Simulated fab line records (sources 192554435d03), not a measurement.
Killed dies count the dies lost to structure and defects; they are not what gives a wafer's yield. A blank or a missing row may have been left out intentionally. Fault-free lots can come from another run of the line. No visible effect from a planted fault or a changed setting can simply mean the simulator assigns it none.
Split-lot experiment ; flow n5Finfet ; route with 1938 steps; 7 lots, 39 wafers read

## THE SPLIT ITSELF
At N5_HKMG_FIN_DESCUM_53 (chemistry O2, time 7.9 s), the setting timeS was moved away from the recipe's 7.9 s on 15 of the 39 wafers read, by -44.2% to +59.2%. For the rest of the wafers, this setting stayed at what the recipe calls for.

Between the split and the reading, the file records no step.

## THE READING
CAR-ArF_of_HKMG_FIN_COAT_43.thkNm (the simulator's own value, which no gauge read), in nm, at N5_HKMG_FIN_ETCH_54 (etches SiARC in CF4, target depth 45.5 nm, time 75.8 s). The file gives no usual value for it. Across the 24 wafers here that went through the recipe, the average is 50.9 nm and the standard deviation 0.26 nm.

wafer;tool, chamber at the split;timeS as run, s;against the recipe;CAR-ArF_of_HKMG_FIN_COAT_43.thkNm, nm;against lot-mates on the recipe
L075.1;rieDiel-05, 1;7.9;recipe;51.2;-
L075.5;rieDiel-05, 1;7.9;recipe;51.2;-
L075.2;rieDiel-05, 3,2;4.967;-37.1%;53;+1.9
L075.3;rieDiel-05, 2;7.9;recipe;51;-
L075.4;rieDiel-05, 0;4.967;-37.1%;52.6;+1.5
L075.6;rieDiel-05, 3,2;4.967;-37.1%;52.8;+1.7
L077.1;rieDiel-05, 1,2,2;7.9;recipe;51;-
L077.3;rieDiel-05, 1,2,2;7.9;recipe;51;-
L077.5;rieDiel-05, 1,2,2;7.9;recipe;51;-
L077.2;rieDiel-05, 0,3;7.9;recipe;50.6;-
L077.4;rieDiel-05, 0,3;7.9;recipe;50.8;-
L077.6;rieDiel-05, 1;7.9;recipe;51.2;-
L082.1;rieDiel-05, 3;7.9;recipe;51.2;-
L082.5;rieDiel-05, 2;7.9;recipe;51.2;-
L082.2;rieDiel-05, 0;7.9;recipe;51;-
L085.1;rieDiel-04, 1;4.408;-44.2%;53;+2.3
L085.5;rieDiel-04, 2;4.408;-44.2%;53;+2.3
L085.2;rieDiel-04, 0;7.9;recipe;51;-
L085.3;rieDiel-04, 2;7.9;recipe;50.8;-
L085.4;rieDiel-04, 3;7.9;recipe;50.4;-
L085.6;rieDiel-04, 3;4.408;-44.2%;52.6;+1.9
L089.1;rieDiel-04, 2,1,0;7.9;recipe;50.8;-
L089.5;rieDiel-04, 2,1,0;7.9;recipe;50.8;-
L089.6;rieDiel-04, 2,1,0;7.9;recipe;50.8;-
L089.2;rieDiel-04, 1;6.04;-23.5%;52;+1.2
L089.4;rieDiel-04, 0,2;6.04;-23.5%;52;+1.2
L089.3;rieDiel-04, 0,2;6.04;-23.5%;51.8;+1.0
L095.1;rieDiel-01, 1,2;11.46;+45.1%;48.8;-2.3
L095.3;rieDiel-01, 1,2;11.46;+45.1%;48.8;-2.3
L095.2;rieDiel-01, 0,2;7.9;recipe;51;-
L095.4;rieDiel-01, 0,2;7.9;recipe;51.2;-
L095.5;rieDiel-01, 0;7.9;recipe;51.2;-
L095.6;rieDiel-01, 1;11.46;+45.1%;48.6;-2.5
L096.1;rieDiel-04, 0,3;7.9;recipe;50.4;-
L096.4;rieDiel-04, 0,3;7.9;recipe;50.4;-
L096.2;rieDiel-04, 3;12.58;+59.2%;47.4;-3.2
L096.3;rieDiel-04, 2;7.9;recipe;51;-
L096.5;rieDiel-04, 2,0;12.58;+59.2%;47.8;-2.8
L096.6;rieDiel-04, 2,0;12.58;+59.2%;47.8;-2.8
Where a row lists several chambers, the file gives one row for several wafers and doesn't say which wafer went through which chamber.

THE FIT
A straight line over all 39 wafers: CAR-ArF_of_HKMG_FIN_COAT_43.thkNm changes by -0.05 nm for each +1% of timeS; r = -0.98; the points scatter about the line by 0.26 nm.
The same after taking each lot's own level away (the mean of its wafers on the recipe; 39 wafers): -0.0493 nm for each +1%; r = -0.99; scatter 0.18 nm.
That fit puts the effect of the largest move of timeS on the reading at 2.9 nm.
The lots' own levels span 50.60 to 51.13 nm, that is 2.1 times the standard deviation above.
Consequently the slope shifts little with the lot-to-lot level, the two slopes agreeing.
Check: for one of the wafers moved furthest among these (+59.2%), held out of the fit, the line's prediction against its lot-mates is -2.91 nm. Against them it came out at -3.2 nm.

## OTHER SPLITS ON THESE WAFERS
Other splits were also applied to these wafers ahead of the reading. Each is held against what the fit with the lots' levels taken away leaves over:
other split on the same wafers;wafers away from the commonest value;r with CAR-ArF_of_HKMG_FIN_COAT_43.thkNm (lot level and that fit taken away)
N5_FIN_SAQP_DEVELOP_15 developTimeS;15;+0.05
N5_SD_EPI_N_EPI_21 epiGrowthTimeS;9;-0.01

## THE WHOLE CHAIN: every reading that the file lists as answering this split, in the file's order
step;what it does;reading;change (the file's fit);r (the file's)
N5_HKMG_FIN_DESCUM_53;chemistry O2, time 7.9 s;CAR-ArF_of_HKMG_FIN_COAT_43.thkNm (the simulator's own value, which no gauge read);-0.0499 nm for each +1% of the setting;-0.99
N5_HKMG_FIN_ETCH_54;etches SiARC in CF4, target depth 45.5 nm, time 75.8 s;CAR-ArF_of_HKMG_FIN_COAT_43.thkNm (the simulator's own value, which no gauge read);-0.0493 nm for each +1% of the setting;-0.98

## FILE'S OWN FIT
CAR-ArF_of_HKMG_FIN_COAT_43.thkNm changes by -0.0493 nm for each +1% of timeS, r = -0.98.
